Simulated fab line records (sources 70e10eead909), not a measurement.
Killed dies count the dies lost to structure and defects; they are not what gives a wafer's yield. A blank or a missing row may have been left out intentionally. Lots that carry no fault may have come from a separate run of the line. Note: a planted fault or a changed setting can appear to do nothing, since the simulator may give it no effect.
Chamber matching || flow nandHarc || NHARC_A_STAIRCASE_ETCH_169 on rieDiel-06 has 4 sister chambers
The step etches the open film in CH3F/O2, target depth 50 nm, time 107.1 s. 18 wafers are shown with their chamber, then 9 later ones without.

== EACH WAFER AND ITS CHAMBER ==
{"wafer": "L074.1", "chamber": 0, "showerheadPlenumPTorr (Torr)": 2.40, "drypumpMotorCurrentA (A)": 6.1, "rfVppV (V)": 244.5}
{"wafer": "L074.2", "chamber": 2, "showerheadPlenumPTorr (Torr)": 2.66, "drypumpMotorCurrentA (A)": 6.3, "rfVppV (V)": 246.7}
{"wafer": "L074.6", "chamber": 1, "showerheadPlenumPTorr (Torr)": 2.35, "drypumpMotorCurrentA (A)": 5.6, "rfVppV (V)": 243.5}
{"wafer": "L076.1", "chamber": 1, "showerheadPlenumPTorr (Torr)": 2.35, "drypumpMotorCurrentA (A)": 5.5, "rfVppV (V)": 243.5}
{"wafer": "L076.4", "chamber": 0, "showerheadPlenumPTorr (Torr)": 2.40, "drypumpMotorCurrentA (A)": 6.2, "rfVppV (V)": 243.9}
{"wafer": "L076.5", "chamber": 3, "showerheadPlenumPTorr (Torr)": 2.40, "drypumpMotorCurrentA (A)": 6.2, "rfVppV (V)": 243.8}
{"wafer": "L078.1", "chamber": 3, "showerheadPlenumPTorr (Torr)": 2.39, "drypumpMotorCurrentA (A)": 6.2, "rfVppV (V)": 242.8}
{"wafer": "L078.2", "chamber": 2, "showerheadPlenumPTorr (Torr)": 2.65, "drypumpMotorCurrentA (A)": 6.3, "rfVppV (V)": 245.7}
{"wafer": "L078.6", "chamber": 3, "showerheadPlenumPTorr (Torr)": 2.39, "drypumpMotorCurrentA (A)": 6.2, "rfVppV (V)": 243.9}
{"wafer": "L080.1", "chamber": 1, "showerheadPlenumPTorr (Torr)": 2.34, "drypumpMotorCurrentA (A)": 5.6, "rfVppV (V)": 242.5}
{"wafer": "L080.2", "chamber": 2, "showerheadPlenumPTorr (Torr)": 2.65, "drypumpMotorCurrentA (A)": 6.3, "rfVppV (V)": 247.8}
{"wafer": "L080.6", "chamber": 0, "showerheadPlenumPTorr (Torr)": 2.40, "drypumpMotorCurrentA (A)": 6.2, "rfVppV (V)": 243.6}
{"wafer": "L085.2", "chamber": 3, "showerheadPlenumPTorr (Torr)": 2.38, "drypumpMotorCurrentA (A)": 6.2, "rfVppV (V)": 243.3}
{"wafer": "L085.3", "chamber": 2, "showerheadPlenumPTorr (Torr)": 2.64, "drypumpMotorCurrentA (A)": 6.4, "rfVppV (V)": 245.3}
{"wafer": "L085.6", "chamber": 3, "showerheadPlenumPTorr (Torr)": 2.38, "drypumpMotorCurrentA (A)": 6.2, "rfVppV (V)": 244.9}
{"wafer": "L088.2", "chamber": 2, "showerheadPlenumPTorr (Torr)": 2.63, "drypumpMotorCurrentA (A)": 6.3, "rfVppV (V)": 245.5}
{"wafer": "L088.5", "chamber": 0, "showerheadPlenumPTorr (Torr)": 2.38, "drypumpMotorCurrentA (A)": 6.1, "rfVppV (V)": 243.9}
{"wafer": "L088.6", "chamber": 3, "showerheadPlenumPTorr (Torr)": 2.38, "drypumpMotorCurrentA (A)": 6.2, "rfVppV (V)": 242.5}

SIGNATURES (means of the wafers above)
{"reading": "showerheadPlenumPTorr", "chamber 0": 2.3950, "chamber 1": 2.3467, "chamber 2": 2.6460, "chamber 3": 2.3867, "scatter within a chamber": 0.00934}
{"reading": "drypumpMotorCurrentA", "chamber 0": 6.150, "chamber 1": 5.567, "chamber 2": 6.320, "chamber 3": 6.200, "scatter within a chamber": 0.042}
{"reading": "rfVppV", "chamber 0": 243.975, "chamber 1": 243.167, "chamber 2": 246.200, "chamber 3": 243.533, "scatter within a chamber": 0.81}
Rule: for a wafer and a chamber, the distance is found by dividing, reading by reading, the gap between the wafer's reading and the chamber's mean by the reading's scatter, squaring, summing and taking the root. The wafer belongs to the nearest chamber; if the next one is less than 2 further off, it can't be placed. The scatter: take each reading less its chamber's mean, square it, sum over the shown wafers, divide by the number of wafers less the number of chambers, and take the root.

== WAFERS MISSING THEIR CHAMBER ==
{"wafer": "L089.2", "showerheadPlenumPTorr (Torr)": 2.38, "drypumpMotorCurrentA (A)": 6.2, "rfVppV (V)": 242.1}
{"wafer": "L089.4", "showerheadPlenumPTorr (Torr)": 2.63, "drypumpMotorCurrentA (A)": 6.3, "rfVppV (V)": 247.7}
{"wafer": "L089.5", "showerheadPlenumPTorr (Torr)": 2.33, "drypumpMotorCurrentA (A)": 5.5, "rfVppV (V)": 243.1}
{"wafer": "L096.1", "showerheadPlenumPTorr (Torr)": 2.37, "drypumpMotorCurrentA (A)": 6.2, "rfVppV (V)": 243.5}
{"wafer": "L096.4", "showerheadPlenumPTorr (Torr)": 2.32, "drypumpMotorCurrentA (A)": 5.6, "rfVppV (V)": 243.1}
{"wafer": "L096.6", "showerheadPlenumPTorr (Torr)": 2.37, "drypumpMotorCurrentA (A)": 6.2, "rfVppV (V)": 243.6}
{"wafer": "L097.1", "showerheadPlenumPTorr (Torr)": 2.62, "drypumpMotorCurrentA (A)": 6.3, "rfVppV (V)": 246.1}
{"wafer": "L097.3", "showerheadPlenumPTorr (Torr)": 2.37, "drypumpMotorCurrentA (A)": 6.2, "rfVppV (V)": 243.1}
{"wafer": "L097.5", "showerheadPlenumPTorr (Torr)": 2.62, "drypumpMotorCurrentA (A)": 6.3, "rfVppV (V)": 245.5}

== CHAMBER TAKEN BY EACH ==
{"wafer": "L089.2", "from the rows above": "can't be placed: 3 or 0", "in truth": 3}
{"wafer": "L089.4", "from the rows above": 2, "in truth": 2}
{"wafer": "L089.5", "from the rows above": 1, "in truth": 1}
{"wafer": "L096.1", "from the rows above": "can't be placed: 3 or 0", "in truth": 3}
{"wafer": "L096.4", "from the rows above": 1, "in truth": 1}
{"wafer": "L096.6", "from the rows above": "can't be placed: 3 or 0", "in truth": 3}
{"wafer": "L097.1", "from the rows above": 2, "in truth": 2}
{"wafer": "L097.3", "from the rows above": "can't be placed: 3 or 0", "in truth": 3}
{"wafer": "L097.5", "from the rows above": 2, "in truth": 2}
Placed correctly: 5 of 9. From these rows, 4 cannot be placed; in 4 the true chamber is one of the candidates. Placed wrongly: 0.
